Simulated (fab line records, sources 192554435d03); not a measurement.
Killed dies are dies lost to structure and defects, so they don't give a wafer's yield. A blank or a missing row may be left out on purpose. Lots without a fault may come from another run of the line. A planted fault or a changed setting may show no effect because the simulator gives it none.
A struck lot beside a sound one | flow n5_finfet | 38 steps out of a route of 1938
Sound: wafers L539.2, L539.4, L539.5. Struck: wafers L548.1, L548.2, L548.6. The cause comes at the end.
At each step with rows: each side's tool, then ch and its chambers, then its first start. Under that, the readings that differ: sound wafers | struck wafers | difference of the means | sigmas: that difference in standard deviations of wafers without a fault.
alike: readings whose means differ by less than 2 such deviations, and words and numbers that are the same on both sides. not compared: withheld readings, readings that some wafer has no value for, bounds like >300 that may hide the same value, and numbers for which the record gives no deviation and whose values overlap.
The two part at a step that has a row with sigmas, a row that says differs or no value, or rows on one side only. Numbers that don't overlap but have no deviation are shown without sigmas and don't part them. A reading that every wafer of one side lacks parts them only if that side has two wafers or more.

first, 9 steps without rows for these wafers: N5_GATE_CUT_COAT_07 (resist thk 30 nm); N5_GATE_CUT_EBR_09; N5_GATE_CUT_SOFTBAKE_08 (time 60 s); N5_GATE_CUT_EXPOSE_10 (exposes mask GATE CUT, target cd 20 nm); N5_GATE_CUT_PEB_11 (peb time 60 s); N5_GATE_CUT_DEVELOP_12 (develop time 30 s); N5_GATE_CUT_DESCUM_18 (chemistry O2, time 7 s); N5_GATE_CUT_ETCH_28 (etches underlayer in N2/H2, target depth 13 nm, time 10.4 s); N5_GATE_CUT_ETCH_36 (etches SiARC in CF4, target depth 13 nm, time 21.7 s).
N5_GATE_CUT_ETCH_37: etches SOC in N2/H2, target depth 60 nm, overetch 12 nm, time 90 s.
  sound on rie_diel-04 ch 1,2, day 5 22:13; struck on rie_diel-04 ch 0,2,3, day 7 20:58
  reading                                     | sound             | struck            | difference | sigmas
  bias_w (W)                                  | 150.2 149.8 149.7 | 100.7 100.7 100.9 | -49.1      | -99 or more
  rf_vpp_V (V)                                | 525.1 526.3 523.6 | 406.6 403.2 409.1 | -118.7     | -49
  model.SiARC_of_GATE_CUT_COAT_35.thk_nm (nm) | 6.2 6.2 5.8       | 7.8 7.8 7.8       | +1.7       |
  model.etch.depth_nm (nm)                    | 60.36 60.41 60.28 | 59.79 59.68 58.27 | -1.10      |
  alike: drypump_motor_current_A, oes_product_au, showerhead_plenum_p_Torr, throttle_valve_pct
  not compared: rf_hours_counter_h
then, 8 steps without rows for these wafers: N5_GATE_CUT_STRIP_38 (strips in N2/H2); N5_GATE_CUT_STRIP_39 (strips in N2/H2); N5_GATE_CUT_HM_OPEN_40 (chemistry C4F6/O2, target SiO2, target depth 139 nm, time 85.1 s); N5_GATE_CUT_STRIP_41 (strips in CF4); N5_GATE_CUT_STRIP_42 (strips in O2); N5_GATE_CUT_ETCH_19 (etches SiNx in CH3F/O2, target depth 53.7 nm, time 76.7 s); N5_GATE_CUT_CUT_ETCH_53 (etches W in SF6/Cl2, target depth 79.2 nm); N5_GATE_CUT_CUT_ETCH_54 (etches TiN in Cl2/BCl3, target depth 96.7 nm).
N5_GATE_CUT_CUT_ETCH_55: etches HfO2 in BCl3, target depth 3.2 nm.
  sound on rie_metal-02 ch 1, day 5 22:39; struck on rie_metal-01 ch 0,1, day 7 21:24
  reading               | sound          | struck         | difference | sigmas
  oes_product_au (a.u.) | 0.85 0.85 0.85 | 0.73 0.76 0.59 | -0.16      | -4
  alike: bias_w, drypump_motor_current_A, throttle_valve_pct
  not compared: rf_hours_counter_h
then, 17 steps without rows for these wafers: N5_GATE_CUT_ETCH_47 (etches SiO2 in Cl2/BCl3, target depth 10 nm); N5_GATE_CUT_VAPOR_ETCH_48 (etches TiN in BCl3/Cl2); N5_GATE_CUT_VAPOR_ETCH_49 (etches TiAlC in BCl3/Cl2); N5_GATE_CUT_VAPOR_ETCH_51 (etches HfO2 in BCl3/Cl2); N5_GATE_CUT_STRIP_21 (strips in N2/H2, time 30 s); N5_GATE_CUT_STRIP_29 (strips in post etch residue remover, time 60 s); N5_GATE_CUT_SRD_52 (time 30 s); N5_GATE_CUT_ALD_22 (deposits SiNx, target thk 16 nm, pulse time 1 s, ald cycles 320); N5_GATE_CUT_CMP_23 (polishes, stops on SiO2, t overpolish 23.4 s, target thk 16 nm); N5_GATE_CUT_CMP_43 (polishes SiO2); N5_GATE_CUT_CMP_61 (polishes, stops on SiNx, t overpolish 3 s); N5_MOL_CONTACT_COAG_COAT_103 (time 60 s, resist thk 80 nm); N5_MOL_CONTACT_COAG_COAT_104 (time 60 s, resist thk 12 nm); N5_MOL_CONTACT_COAG_COAT_58 (time 60 s, resist thk 10 nm); N5_MOL_CONTACT_COAG_COAT_02 (resist thk 30 nm); N5_MOL_CONTACT_COAG_EBR_04; N5_MOL_CONTACT_COAG_SOFTBAKE_03 (time 60 s).
-- the record jumps here: 3 days lie between the struck wafers' starts before and after (it left off in module MOL_CONTACT_COAG and takes up again in module BEOL_M4, whose first step shown is number 1111 of the route) --
N5_BEOL_M4_RC_MEAS_101:
  sound on prober-02 ch 0, day 9 01:07; struck on prober-01 ch 0, day 11 06:36
  alike: DIBL_N, DIBL_P, IOFF_N, IOFF_P, ION_N, ION_P, SS_N, SS_P, VT_N, VT_P
-- the record jumps here: 4 days lie between the struck wafers' starts before and after (it left off in module BEOL_M4 and takes up again in module PASSIVATION, whose first step shown is number 1936 of the route) --
N5_PASSIVATION_PROBE_49:
  the record has rows for the struck wafers here (prober-02, day 15 07:57) and none for the sound ones

WHERE THEY PART
First at N5_GATE_CUT_ETCH_37; last, within this record, at N5_PASSIVATION_PROBE_49.

WHY: what the simulator had put in
Process parameter drift: rie_diel-04, from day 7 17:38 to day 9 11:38, at N5_GATE_CUT_ETCH_37. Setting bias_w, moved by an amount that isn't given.
